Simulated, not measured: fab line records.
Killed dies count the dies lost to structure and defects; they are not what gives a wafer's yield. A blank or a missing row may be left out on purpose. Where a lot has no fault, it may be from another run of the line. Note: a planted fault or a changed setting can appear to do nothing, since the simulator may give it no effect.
Which tool was responsible? -- flow nand_harc -- 72 wafers from 24 lots sampled at 3 of the route's 1302 steps

WHAT THE GAUGES READ, wafer by wafer
NHARC_A_CONTACT_OVL_MEAS_70.
lot,measured,on,overlay_x_nm (nm),overlay_y_nm (nm)
L074,day 20 22:03,overlay-01,0.8 0.9 0.6,0.9 1.3 0.8
L075,day 21 06:47,overlay-01,0.8 0.0 0.4,-0.9 -1.1 -1.2
L078,day 22 00:15,overlay-02,-0.3 -0.6 -0.7,-0.2 0.2 -0.5
L076,day 21 23:46,overlay-01,0.6 0.6 0.6,0.8 0.4 0.4
L077,day 23 04:35,overlay-02,0.5 -0.2 -0.1,1.5 1.4 1.6
L079,day 23 06:34,overlay-02,-0.9 -0.6 -1.0,-0.4 0.0 -1.2
L080,day 23 09:46,overlay-01,-0.4 -0.5 -0.3,-0.9 -1.2 -1.4
L081,day 24 09:20,overlay-02,1.3 1.1 1.7,-0.3 -0.6 -0.3
L082,day 24 16:14,overlay-01,-0.6 -0.8 -0.7,0.0 0.3 -0.2
L083,day 25 02:05,overlay-02,0.4 0.7 0.2,1.9 1.5 1.9
L084,day 25 05:50,overlay-02,0.2 -0.1 0.1,-0.7 -0.9 -1.2
L085,day 25 10:23,overlay-02,-0.2 -0.1 -0.2,-0.5 -1.3 -0.8
L086,day 26 00:26,overlay-02,0.1 0.8 0.4,-1.4 -1.1 -0.7
L087,day 26 05:38,overlay-01,1.3 1.7 1.9,-0.2 -0.6 -0.2
L088,day 26 12:37,overlay-02,0.7 0.2 0.6,0.4 0.6 0.8
L089,day 26 14:25,overlay-01,-0.1 0.7 0.4,-0.5 -0.6 -0.7
L090,day 26 21:45,overlay-02,-0.5 -0.9 -1.3,-0.3 -0.3 -0.3
L091,day 28 06:49,overlay-01,0.1 -0.5 -0.2,-0.2 -0.1 -0.4
L092,day 28 04:20,overlay-02,0.0 0.2 -0.4,1.4 0.9 0.9
L093,day 29 08:26,overlay-01,0.3 0.9 0.2,-0.1 0.2 0.6
L094,day 29 08:10,overlay-01,1.4 1.5 1.1,0.5 0.4 -0.3
L095,day 30 01:11,overlay-01,-1.2 -0.2 -0.7,-0.9 -1.5 -1.2
L096,day 29 21:56,overlay-01,-0.7 -1.0 -0.7,-0.4 -0.6 -0.6
L097,day 30 09:29,overlay-02,-0.6 -0.6 -0.1,-0.8 -0.1 0.4

TOOL THAT RAN EACH LOT (tool first, then ch and the chambers of the sampled wafers, then the start)
lot,NHARC_A_WL_FILL_ETCHBACK_17,NHARC_A_CONTACT_ETCH_123
L074,"rie_metal-02 ch 0,1, day 19 23:41","har_cap_etch-03 ch 0,1, day 20 15:55"
L075,"rie_metal-02 ch 0,1, day 20 03:35","har_cap_etch-02 ch 0,1, day 20 22:12"
L078,"rie_metal-02 ch 0,1, day 21 00:53","har_cap_etch-03 ch 0,1, day 21 17:50"
L076,"rie_metal-01 ch 0,1, day 21 00:55","har_cap_etch-01 ch 1, day 21 17:31"
L077,"rie_metal-03 ch 0,1, day 22 03:06","har_cap_etch-02 ch 0,1, day 22 20:18"
L079,"rie_metal-01 ch 0, day 22 03:09","har_cap_etch-03 ch 0, day 22 19:58"
L080,"rie_metal-02 ch 0,1, day 22 10:30","har_cap_etch-01 ch 0,1, day 23 03:45"
L081,"rie_metal-02 ch 0, day 23 09:37","har_cap_etch-03 ch 0,1, day 24 02:19"
L082,"rie_metal-02 ch 0,1, day 23 15:50","har_cap_etch-02 ch 0,1, day 24 08:10"
L083,"rie_metal-02 ch 0,1, day 23 22:13","har_cap_etch-03 ch 0,1, day 24 16:50"
L084,"rie_metal-02 ch 0,1, day 24 02:37","har_cap_etch-01 ch 0,1, day 24 21:11"
L085,"rie_metal-03 ch 1, day 24 08:56","har_cap_etch-02 ch 0,1, day 25 04:06"
L086,"rie_metal-03 ch 1, day 25 00:56","har_cap_etch-01 ch 0,1, day 25 17:46"
L087,"rie_metal-02 ch 0,1, day 25 00:56","har_cap_etch-03 ch 0,1, day 25 20:19"
L088,"rie_metal-02 ch 0,1, day 25 09:41","har_cap_etch-02 ch 0,1, day 26 03:09"
L089,"rie_metal-02 ch 0,1, day 25 12:47","har_cap_etch-01 ch 0,1, day 26 04:46"
L090,"rie_metal-01 ch 0,1, day 25 21:34","har_cap_etch-03 ch 0,1, day 26 15:21"
L091,"rie_metal-03 ch 0,1, day 27 05:25","har_cap_etch-01 ch 0,1, day 27 22:14"
L092,"rie_metal-01 ch 0,1, day 27 05:46","har_cap_etch-03 ch 0,1, day 27 22:08"
L093,"rie_metal-03 ch 0,1, day 28 10:00","har_cap_etch-01 ch 0,1, day 29 02:13"
L094,"rie_metal-01 ch 0,1, day 28 10:08","har_cap_etch-03 ch 0,1, day 29 02:17"
L095,"rie_metal-01 ch 0,1, day 28 22:53","har_cap_etch-02 ch 0,1, day 29 16:22"
L096,"rie_metal-03 ch 0,1, day 28 23:24","har_cap_etch-01 ch 0,1, day 29 14:53"
L097,"rie_metal-02 ch 0,1, day 29 07:44","har_cap_etch-03 ch 0,1, day 30 02:50"
- NHARC_A_WL_FILL_ETCHBACK_17: etches the open film in Cl2/BCl3, target depth 4 nm, time 26.7 s.
- NHARC_A_CONTACT_ETCH_123: etches the open film in C4F8/O2/Ar, time 490 s, target depth 2110 nm.

AS READ BY THE TOOLS THEMSELVES (means over the sampled wafers that have a number; for cases with no such wafer, the mark the record gives instead)
NHARC_A_WL_FILL_ETCHBACK_17.
lot,tool,drypump_motor_current_A (A),oes_product_au (a.u.)
L074,rie_metal-02,6.1,0.996
L075,rie_metal-02,6.1,1.003
L078,rie_metal-02,6.1,1.008
L076,rie_metal-01,6.6,1.008
L077,rie_metal-03,5.8,1.013
L079,rie_metal-01,6.6,1.008
L080,rie_metal-02,6.0,1.009
L081,rie_metal-02,5.9,1.011
L082,rie_metal-02,6.1,1.013
L083,rie_metal-02,6.1,1.017
L084,rie_metal-02,6.0,1.008
L085,rie_metal-03,5.5,1.002
L086,rie_metal-03,5.5,1.005
L087,rie_metal-02,6.1,1.017
L088,rie_metal-02,6.0,1.011
L089,rie_metal-02,6.0,1.006
L090,rie_metal-01,6.6,1.008
L091,rie_metal-03,6.2,1.001
L092,rie_metal-01,6.6,1.003
L093,rie_metal-03,6.2,1.000
L094,rie_metal-01,6.6,1.001
L095,rie_metal-01,6.6,0.996
L096,rie_metal-03,5.8,1.000
L097,rie_metal-02,5.9,1.005

THE ANSWER, worked out from the rows above alone
Rule: the lots themselves supply what counts as usual. The widest of any qualifying gaps counts: lots, ordered by their means at a reading, are off when they make up no more than a third of the lots, leave a main group of 4 or more, and stand apart from it by 3 or more times the standard deviation of that group's means. A main group is skipped when, at the precision printed for the reading in the tables above, its means are all equal. Also off: a lot with no number at a reading for which 4 or more lots have one. Where the step has rows for the other lots, those lots are counted as sound. After the gauges, taken in route order, come the tools' own readings; for these a lot's mean is taken, as printed above. The first step at which some lot is off is used, and at that step the reading that is off furthest; a lot without a number counts as furthest.
None of the lots is off at any reading shown; this tells nothing.

WHAT THE SIMULATOR HAD PUT IN
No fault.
